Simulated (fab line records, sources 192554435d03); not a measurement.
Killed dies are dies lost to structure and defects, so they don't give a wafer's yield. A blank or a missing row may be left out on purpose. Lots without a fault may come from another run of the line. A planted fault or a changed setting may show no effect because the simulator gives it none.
fab line records | flow n5_finfet | part 1 of 2: steps 1 to 4 of 6
record lots=22 wafers=66 last_day=18
route steps=1938 shown BEOL_M0@746 BEOL_M1@766
lots that met no fault: from a run of the same line without faults
start_h: hours from the record's first day to the start of the lot's first wafer shown | wait_h: hours since the lot's step before | " the same as in the row above | L1.1+2: a row that stands for several wafers | - no value, or no start given | * or withheld: withheld | < > ~ a bound
route shown NAME@n: a module of which the file shows steps, and the number in the route of the first | usual: mean/standard deviation of fault-free wafers | same: alike in all rows | chamber/n: place in a boat | sites: the reading at each site | _std_site: their standard deviation | _edge_site: outer sites' mean less inner sites' | radius_mm: how far each site lies from the wafer's centre | mask NAME#n: copy n | behind: the tool/chamber that last shaped the wafer | hold: why the lot was held/for how many hours/how that ended | device: the transistor (n, p or np) that didn't switch | end of line: the same wafers' tests at the end of the route | a step without rows: its recipe alone | killed: dies lost to structure and defects at the first sort, not the wafer's yield | map: a wafer's dies, x killed, . not, _ none there
set.NAME: the setting as run; set.NAME@STEP: as run at that earlier step | model.NAME: the simulator's own value behind a step, which no gauge read
steps of the route over a sample of lots; a table a step, a row a wafer
services: from which hour (start_h, from the record's first day; less than 0 if before it) a tool's chamber was out of use, for how many hours, and why
## steps
# step N5_BEOL_M0_CO_CAP_123
# recipe material=Co target_thk_a=20 temp_c=200 precursor=CCTBA/H2 pressure_torr=30 time_s=102.1
# usual heater_power_w=234/9.6 susceptor_temp_C=200.02/0.15
# columns lot.wafer tool chamber start_h wait_h heater_power_w since_wet_clean_h susceptor_temp_C
L074.3 cvd_co-02 2 156.95 0.0 234 239 200.21
L074.4 " 2 " " 232 - 199.83
L074.5 " 0 " " 224 - 199.98
L075.3 cvd_co-02 2 158.38 0.0 231 240 199.78
L075.4 " 1 " " 240 - 200.04
L075.6 " 2 " " 239 - 199.84
L077.1 cvd_co-02 2 159.63 0.0 236 242 200.18
L077.3 " 1 " " 241 1138 199.87
L077.6 " 0 " " 226 - 199.91
L080.1 cvd_co-01 1 160.26 0.0 235 24 200.29
L080.4 " 1 " " 228 - 200.09
L080.5 " 2 " " 222 - 199.82
L079.1 cvd_co-02 2 161.24 0.0 234 243 200.19
L079.3 " 0 " " 228 703 199.89
L079.5 " 1 " " 238 - 199.87
L078.1 cvd_co-02 2 163.65 0.0 241 246 200.05
L078.4 " 2 " " 243 - 200.23
L078.5 " 0 " " 227 - 200.08
L081.1 cvd_co-02 1 165.79 0.0 240 1144 199.98
L081.3 " 2 " " 235 248 200.18
L081.6 " 1 " " 244 - 200.03
L082.1 cvd_co-01 0 166.07 0.0 241 926 199.92
L082.4 " 1 " " 235 - 200.09
L082.5 " 2 " " 220 - 200.06
L083.3 cvd_co-01 1 178.12 0.0 234 41 199.80
L083.5 " 0 " " 242 - 199.79
L083.6 " 1 " " 239 - 200.07
L084.2 cvd_co-02 1 178.66 0.0 243 1157 199.87
L084.5 " 2 " " 234 - 200.14
L084.6 " 0 " " 222 - 200.25
L085.2 cvd_co-02 2 189.94 0.0 231 272 199.93
L085.3 " 0 " " 220 731 199.84
L085.5 " 2 " " 236 - 200.20
L086.2 cvd_co-01 1 200.08 0.0 233 63 199.99
L086.3 " 2 " " 227 501 200.04
L086.6 " 2 " " 218 - 199.81
L088.1 cvd_co-01 0 202.78 0.0 254 963 199.95
L088.2 " 2 " " 218 503 200.00
L088.3 " 1 " " 232 66 200.38
L087.3 cvd_co-02 2 202.90 0.0 234 285 199.95
L087.4 " 2 " " 228 - 200.33
L087.5 " 0 " " 227 - 200.06
L089.1 cvd_co-02 2 215.10 0.0 239 297 200.23
L089.3 " 0 " " 226 756 200.31
L089.5 " 0 " " 222 - 199.99
L091.1 cvd_co-01 2 232.25 0.0 224 533 200.20
L091.4 " 2 " " 221 - 199.92
L091.5 " 1 " " 232 - 200.04
L092.2 cvd_co-02 1 234.80 0.0 246 1213 199.80
L092.4 " 2 " " 238 - 199.94
L092.6 " 0 " " 228 - 200.11
L093.2 cvd_co-01 0 237.06 0.0 243 997 200.02
L093.3 " 1 " " 232 100 200.01
L093.6 " 2 " " 223 - 200.03
L094.1 cvd_co-01 0 242.74 0.0 248 1003 200.11
L094.2 " 1 " " 239 106 200.07
L094.4 " 0 " " 243 - 199.95
L095.4 cvd_co-01 0 250.06 0.0 254 - 199.86
L095.5 " 1 " " 237 - 199.97
L095.6 " 2 " " 223 - 199.74
L096.1 cvd_co-01 0 253.41 0.0 253 1013 200.21
L096.3 " 2 " " 228 554 199.73
L096.5 " 1 " " 239 - 200.31
L097.2 cvd_co-01 2 266.14 0.0 226 567 199.84
L097.3 " 1 " " 236 129 199.99
L097.6 " 2 " " 225 - 200.06
# step N5_BEOL_M1_INSPECT_13
# recipe mode=adi inspect_instrument=brightfield
# usual raw_defect_count=419/98
# columns lot.wafer tool chamber start_h wait_h raw_defect_count
L074.3 defect_inspect-01 - 157.84 0.0 235
L074.4 " - " " 391
L074.5 " - " " 369
L075.3 defect_inspect-02 - 159.28 0.0 507
L075.4 " - " " 436
L075.6 " - " " 460
L077.1 defect_inspect-02 - 161.32 0.1 298
L077.3 " - " " 508
L077.6 " - " " 449
L080.1 defect_inspect-01 - 161.71 0.1 477
L080.4 " - " " 583
L080.5 " - " " 400
L079.1 defect_inspect-02 - 163.57 0.1 573
L079.3 " - " " 580
L079.5 " - " " 468
L078.1 defect_inspect-02 - 165.72 0.1 393
L078.4 " - " " 305
L078.5 " - " " 332
L081.1 defect_inspect-02 - 167.00 0.1 363
L081.3 " - " " 482
L081.6 " - " " 522
L082.1 defect_inspect-01 - 167.04 0.1 593
L082.4 " - " " 472
L082.5 " - " " 527
L083.3 defect_inspect-01 - 180.19 0.0 410
L083.5 " - " " 345
L083.6 " - " " 395
L084.2 defect_inspect-01 - 180.23 0.0 432
L084.5 " - " " 276
L084.6 " - " " 302
L085.2 defect_inspect-02 - 192.95 0.0 381
L085.3 " - " " 440
L085.5 " - " " 393
L086.2 defect_inspect-01 - 201.50 0.0 355
L086.3 " - " " 404
L086.6 " - " " 325
L088.1 defect_inspect-02 - 203.70 0.1 397
L088.2 " - " " 418
L088.3 " - " " 382
L087.3 defect_inspect-01 - 203.89 0.0 485
L087.4 " - " " 492
L087.5 " - " " 626
L089.1 defect_inspect-01 - 217.53 0.1 459
L089.3 " - " " 488
L089.5 " - " " 439
L091.1 defect_inspect-02 - 233.46 0.1 382
L091.4 " - " " 408
L091.5 " - " " 335
L092.2 defect_inspect-02 - 236.70 0.0 245
L092.4 " - " " 318
L092.6 " - " " 392
L093.2 defect_inspect-01 - 239.49 0.0 453
L093.3 " - " " 455
L093.6 " - " " 265
L094.1 defect_inspect-01 - 245.04 0.1 394
L094.2 " - " " 420
L094.4 " - " " 643
L095.4 defect_inspect-02 - 251.32 0.0 526
L095.5 " - " " 448
L095.6 " - " " 418
L096.1 defect_inspect-01 - 254.36 0.1 330
L096.3 " - " " 319
L096.5 " - " " 345
L097.2 defect_inspect-02 - 268.10 0.0 295
L097.3 " - " " 328
L097.6 " - " " 316
# step N5_BEOL_M1_STRIP_66
# recipe chemistry=CF4 resist=SiARC power_w=300 bias_power_w=75 pressure_mtorr=50 cf4_flow_sccm=150 rf_frequency_hz=6e+07
# usual chamber_pressure_mTorr=49.99/0.045 drypump_motor_current_A=5.6/0.34 oes_product_au=0.77/0.096 rf_vpp_V=271.3/1.5 showerhead_plenum_p_Torr=1.80/0.053 throttle_valve_pct=13.57/0.24
# columns lot.wafer tool chamber start_h wait_h chamber_pressure_mTorr drypump_motor_current_A oes_product_au rf_hours_counter_h rf_vpp_V showerhead_plenum_p_Torr throttle_valve_pct
L074.3 rie_diel-05 1 158.14 0.0 50.00 5.1 0.86 33 271.0 1.85 13.39
L074.4 " 2 " " 49.98 5.9 0.73 - 270.4 1.78 13.41
L074.5 " 0 " " 50.02 5.3 0.74 - 270.2 1.78 13.58
L075.3 rie_diel-02 0 159.52 0.0 49.96 5.3 0.72 183 269.5 1.73 13.79
L075.4 " 2 " " 50.03 5.7 0.68 - 273.3 1.84 13.66
L075.6 " 1 " " 50.01 5.8 0.67 - 272.8 1.83 13.60
L077.1 rie_diel-05 1 161.56 0.0 50.01 5.1 0.85 35 273.1 1.85 13.38
L077.3 " 0 " " 50.03 5.3 0.73 168 270.8 1.78 13.56
L077.6 " 0 " " 49.97 5.3 0.72 - 270.0 1.78 13.56
L080.1 rie_diel-02 2 161.96 0.0 50.06 5.7 0.68 234 271.5 1.84 13.66
L080.4 " 1 " " 49.99 5.8 0.67 - 271.5 1.83 13.63
L080.5 " 0 " " 49.97 5.3 0.72 - 269.1 1.73 13.82
L079.1 rie_diel-05 0 163.81 0.0 50.06 5.3 0.72 169 270.6 1.78 13.57
L079.3 " 2 " " 50.03 5.9 0.73 154 272.1 1.78 13.42
L079.5 " 2 " " 49.97 5.9 0.73 - 271.7 1.78 13.40
L078.1 rie_diel-05 2 166.26 0.0 49.98 5.9 0.73 155 270.6 1.78 13.42
L078.4 " 0 " " 50.01 5.3 0.73 170 271.0 1.78 13.57
L078.5 " 1 " " 50.04 5.1 0.84 - 273.0 1.85 13.39
L081.1 rie_diel-05 1 167.41 0.0 49.97 5.1 0.85 38 271.3 1.84 13.40
L081.3 " 0 " " 49.94 5.3 0.73 171 272.9 1.78 13.57
L081.6 " 3 " " 49.94 6.3 0.96 - 274.8 1.91 13.47
L082.1 rie_diel-02 1 167.65 0.0 49.99 5.9 0.67 232 272.4 1.83 13.61
L082.4 " 2 " " 49.95 5.7 0.67 - 272.3 1.83 13.67
L082.5 " 1 " " 50.08 5.9 0.67 - 273.3 1.83 13.62
L083.3 rie_diel-05 2 180.54 0.0 50.07 5.8 0.73 160 273.6 1.78 13.42
L083.5 " 0 " " 49.99 5.3 0.72 - 271.4 1.78 13.58
L083.6 " 1 " " 49.98 5.1 0.85 - 272.4 1.84 13.41
L084.2 rie_diel-02 3 180.75 0.0 50.01 5.5 0.66 257 269.3 1.76 14.05
L084.5 " 2 " " 50.05 5.7 0.67 - 272.4 1.83 13.70
L084.6 " 3 " " 50.00 5.5 0.66 - 270.9 1.76 14.03
L085.2 rie_diel-05 0 193.19 0.0 50.00 5.3 0.71 179 271.2 1.78 13.58
L085.3 " 3 " " 50.03 6.3 0.94 9 273.6 1.90 13.50
L085.5 " 3 " " 50.02 6.3 0.93 - 270.9 1.90 13.49
L086.2 rie_diel-05 2 201.74 0.0 50.02 5.9 0.72 165 271.9 1.78 13.44
L086.3 " 1 " " 50.07 5.1 0.84 47 271.8 1.84 13.42
L086.6 " 0 " " 49.98 5.3 0.72 - 270.8 1.78 13.58
L088.1 rie_diel-05 2 203.94 0.0 50.03 5.9 0.72 165 271.7 1.78 13.43
L088.2 " 1 " " 50.03 5.2 0.83 47 269.9 1.84 13.42
L088.3 " 3 " " 49.98 6.3 0.93 11 274.7 1.90 13.50
L087.3 rie_diel-04 0 204.13 0.0 50.01 5.7 0.71 193 270.0 1.77 13.91
L087.4 " 3 " " 49.97 5.5 0.69 - 268.8 1.71 14.01
L087.5 " 0 " " 50.00 5.7 0.71 - 271.1 1.77 13.91
L089.1 rie_diel-04 3 217.78 0.0 50.01 5.5 0.70 230 269.7 1.71 14.00
L089.3 " 1 " " 50.03 5.9 0.72 181 274.2 1.86 13.60
L089.5 " 3 " " 50.07 5.5 0.69 - 269.9 1.71 14.02
L091.1 rie_diel-02 2 233.70 0.0 49.96 5.7 0.96 2 270.8 1.83 13.12
L091.4 " 3 " " 50.02 5.5 0.91 - 271.7 1.76 13.47
L091.5 " 0 " " 49.91 5.3 0.72 - 269.4 1.73 13.83
L092.2 rie_diel-04 0 236.94 0.0 50.03 5.7 0.71 200 271.9 1.77 13.93
L092.4 " 1 " " 50.03 5.9 0.71 185 273.4 1.86 13.61
L092.6 " 2 " " 49.98 5.8 0.92 - 271.1 1.76 13.15
L093.2 rie_diel-04 1 239.73 0.0 49.93 5.9 0.71 186 272.3 1.86 13.61
L093.3 " 3 " " 49.95 5.5 0.69 234 269.1 1.71 14.02
L093.6 " 1 " " 49.95 5.9 0.72 - 272.5 1.86 13.60
L094.1 rie_diel-05 3 245.28 0.0 49.95 6.4 0.91 16 272.0 1.90 13.51
L094.2 " 0 " " 50.05 5.3 0.72 186 272.7 1.78 13.61
L094.4 " 1 " " 49.94 5.1 0.83 53 273.4 1.84 13.44
L095.4 rie_diel-02 0 251.93 0.0 49.98 5.3 0.71 - 267.9 1.73 13.83
L095.5 " 3 " " 50.01 5.5 0.89 - 270.9 1.75 13.47
L095.6 " 2 " " 49.96 5.7 0.92 - 271.6 1.83 13.13
L096.1 rie_diel-02 1 254.60 0.0 50.05 5.8 0.95 0 272.0 1.83 13.07
L096.3 " 2 " " 49.97 5.6 0.92 8 273.1 1.83 13.14
L096.5 " 0 " " 50.01 5.3 0.71 - 270.0 1.73 13.84
L097.2 rie_diel-04 2 268.34 0.0 50.00 5.7 0.91 11 269.8 1.76 13.15
L097.3 " 1 " " 50.06 5.9 0.70 193 272.2 1.86 13.62
L097.6 " 2 " " 49.89 5.8 0.90 - 270.0 1.76 13.15
# step N5_BEOL_M1_ALD_98
# recipe material=SiO2 target_thk_a=25 temp_c=100 ald_precursor_family=BDEAS ald_co_reactant=O2-plasma pulse_time_s=1 co_reactant_pulse_time_s=1 purge_time_s=2 co_reactant_purge_time_s=2 ald_cycles=17 pressure_torr=2
# usual heater_power_w=76/8.8 precursor_pulse_height_rel=0.999/0.02 susceptor_temp_C=99.98/0.13
# columns lot.wafer tool chamber start_h wait_h heater_power_w precursor_pulse_height_rel since_wet_clean_h susceptor_temp_C
L074.3 ald_sin-03 1 158.94 0.1 59 0.995 257 99.97
L074.4 " 3 " " 85 0.999 257 100.14
L074.5 " 1 " " 58 0.973 - 99.80
L075.3 ald_sin-03 3 160.37 0.1 85 0.990 258 99.87
L075.4 " 0 " " 73 1.001 258 100.09
L075.6 " 2 " " 87 1.005 - 99.85
L077.1 ald_sin-04 1 162.48 0.1 71 0.962 352 99.94
L077.3 " 0 " " 69 0.970 352 100.12
L077.6 " 3 " " 82 0.986 - 100.05
L080.1 ald_sin-02 1 163.29 0.1 81 0.987 64 99.82
L080.4 " 0 " " 70 0.976 64 99.91
L080.5 " 3 " " 74 0.995 - 100.04
L079.1 ald_sin-02 3 164.78 0.1 76 1.001 66 100.10
L079.3 " 2 " " 79 1.002 66 100.02
L079.5 " 1 " " 81 1.017 - 100.03
L078.1 ald_sin-04 0 167.23 0.1 67 0.992 356 99.92
L078.4 " 2 " " 78 0.999 356 100.09
L078.5 " 3 " " 83 1.009 - 100.13
L081.1 ald_sin-03 1 168.58 0.3 57 0.982 266 99.97
L081.3 " 0 " " 73 0.992 266 100.26
L081.6 " 3 " " 85 1.005 - 99.97
L082.1 ald_sin-03 0 168.68 0.2 72 0.982 266 99.92
L082.4 " 3 " " 85 0.969 266 100.18
L082.5 " 1 " " 59 1.007 - 100.01
L083.3 ald_sin-02 2 181.60 0.2 81 1.032 82 99.93
L083.5 " 1 " " 83 1.011 - 100.15
L083.6 " 0 " " 72 1.003 - 100.05
L084.2 ald_sin-03 3 181.68 0.1 83 1.039 279 100.22
L084.5 " 2 " " 86 0.999 - 100.31
L084.6 " 3 " " 86 1.007 - 100.04
L085.2 ald_sin-02 0 194.15 0.1 72 1.006 95 100.09
L085.3 " 3 " " 74 0.986 95 99.88
L085.5 " 2 " " 81 1.025 - 99.91
L086.2 ald_sin-02 0 202.53 0.1 71 1.005 103 100.00
L086.3 " 3 " " 76 0.991 103 99.99
L086.6 " 3 " " 76 1.027 - 100.02
L088.1 ald_sin-03 2 205.13 0.4 86 1.003 303 100.05
L088.2 " 3 " " 83 0.986 303 99.97
L088.3 " 0 " " 73 1.002 303 99.98
L087.3 ald_sin-03 1 205.22 0.3 57 1.005 303 99.96
L087.4 " 3 " " 87 1.002 303 99.97
L087.5 " 1 " " 59 1.011 - 100.02
L089.1 ald_sin-03 2 218.70 0.1 86 0.974 316 100.05
L089.3 " 1 " " 58 0.989 316 99.94
L089.5 " 3 " " 86 0.965 - 100.14
L091.1 ald_sin-02 2 234.91 0.3 82 0.991 136 99.80
L091.4 " 1 " " 82 1.014 136 99.59
L091.5 " 3 " " 74 0.985 - 99.87
L092.2 ald_sin-04 2 237.73 0.1 78 1.012 47 99.93
L092.4 " 0 " " 63 1.025 47 99.93
L092.6 " 2 " " 79 0.987 - 100.25
L093.2 ald_sin-04 3 240.66 0.1 78 0.979 50 99.98
L093.3 " 1 " " 68 0.981 50 100.26
L093.6 " 0 " " 63 0.987 - 99.97
L094.1 ald_sin-03 0 247.07 0.9 71 0.973 345 99.94
L094.2 " 3 " " 87 1.001 345 99.98
L094.4 " 2 " " 87 0.997 345 99.91
L095.4 ald_sin-03 3 252.89 0.0 87 1.003 351 99.84
L095.5 " 2 " " 85 0.993 - 100.05
L095.6 " 1 " " 57 1.036 - 100.13
L096.1 ald_sin-03 3 255.40 0.1 87 0.993 353 99.94
L096.3 " 0 " " 70 1.046 353 99.90
L096.5 " 3 " " 84 1.011 - 99.99
L097.2 ald_sin-02 2 269.54 0.5 81 0.994 170 100.10
L097.3 " 3 " " 74 0.996 170 99.95
L097.6 " 3 " " 76 1.008 - 100.05
